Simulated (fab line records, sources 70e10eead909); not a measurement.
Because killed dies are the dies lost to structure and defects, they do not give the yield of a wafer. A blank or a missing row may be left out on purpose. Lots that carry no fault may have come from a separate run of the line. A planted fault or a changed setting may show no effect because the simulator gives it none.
Struck lot and sound lot, side by side -- flow nand harc -- 13 steps out of a route of 1302
Sound: these wafers, L877.2, L877.4, L877.5. Wafers L890.2, L890.4, L890.5 were the ones struck. The cause is named last.
At each step with rows: each side's tool, then ch and its chambers, then its first start. Under that, the readings that differ: sound wafers -- struck wafers -- difference of the means -- sigmas: that difference in standard deviations of wafers without a fault.
alike: a reading whose means differ by less than 2 such deviations, as well as words and numbers matching on both sides. not compared: withheld readings; readings where some wafer has no value; bounds like >300 that might hide an equal value; numbers whose values overlap and for which the record gives no deviation.
Wherever a step has rows on one side only, a row that says differs or no value, or a row with sigmas, the two part there. When numbers do not overlap yet have no deviation, they are printed without sigmas and do not part them. A reading missing from all wafers of one side parts the sides only when that side holds two or more wafers.

NHARC_P_CONTACT_CD_MEAS_19:
  sound: cd sem-03 at day 8 14:28; struck: cd sem-03 at day 14 06:29
  alike: cd nm
NHARC_P_CONTACT_STRIP_28: strips in O2.
  sound on rie diel-10 ch 0,1,2, day 8 14:35; struck on rie diel-05 ch 0,1,3, day 14 06:34
reading,sound,struck,difference,sigmas
o2 flow sccm (sccm),499.0 499.4 499.2,506.2 499.9 501.0,+3.2,+2
  alike: drypump motor current A, oes product au, rf vpp V, showerhead plenum p Torr, throttle valve pct
  not compared: rf hours counter h
then, 1 step without rows for these wafers: NHARC_P_CONTACT_STRIP_29 (strips in post etch residue remover, time 1200 s).
NHARC_P_CONTACT_DEGAS_38: time 60 s.
  sound: pvd sputter-02 at day 8 15:11; struck: pvd sputter-01 at day 14 07:12
  alike: heater power w
then, 1 step without rows for these wafers: NHARC_P_CONTACT_PRE_CLEAN_39 (time 19.5 s).
NHARC_P_CONTACT_PVD_32: deposits Ti, target thk 5 nm, time 17.7 s.
  sound on pvd sputter-02; struck on pvd sputter-01
  alike: throttle valve pct
NHARC_P_CONTACT_ALD_22: deposits TiN, target thk 3 nm, pulse time 1 s, ald cycles 150.
  sound on ald metal-03 ch 0,1, day 8 15:25; struck on ald metal-04 ch 0,1,2, day 14 07:29
  alike: heater power w, precursor pulse height rel
  not compared: since wet clean h
then, 1 step without rows for these wafers: NHARC_P_CONTACT_CVD_23 (deposits W, target thk 200 nm, time 557 s).
NHARC_P_CONTACT_CMP_24: polishes, t overpolish 30 s, target thk 200 nm.
  sound on cmp-02 ch 1,2, day 8 16:18; struck on cmp-01 ch 0,2,3, day 14 08:19
reading,sound,struck,difference,sigmas
time to endpoint s (s),35.7 36.0 33.4,38.9 43.6 44.0,+7.1,+3
  alike: motor current A, overpolish run s
after that, 1 step had no rows for these wafers: NHARC_P_CONTACT_SRD_26.
NHARC_P_CONTACT_INSPECT_27:
  sound: defect inspect-02 at day 8 16:41; struck: defect inspect-02 at day 14 08:43
  alike: raw defect count
NHARC_P_M0_DEP_00: deposits SiOC, target thk 150 nm.
  sound on pecvd-03 ch 0,2, day 8 16:50; struck on pecvd-02 ch 0,1, day 14 08:53
  no value came back on the struck wafers for chamber pressure Torr (Torr), rf fwd power W (W); on the sound wafers chamber pressure Torr (Torr) reads 4.991 4.985 5.009
  not compared: since wet clean h
then, 1 step without rows for these wafers: NHARC_P_M0_DEHYDRATE_01 (time 120 s).

== WHERE THEY PART ==
Earliest at NHARC_P_CONTACT_STRIP_28; latest, in this record, at NHARC_P_M0_DEP_00.

WHY: what the simulator had put in
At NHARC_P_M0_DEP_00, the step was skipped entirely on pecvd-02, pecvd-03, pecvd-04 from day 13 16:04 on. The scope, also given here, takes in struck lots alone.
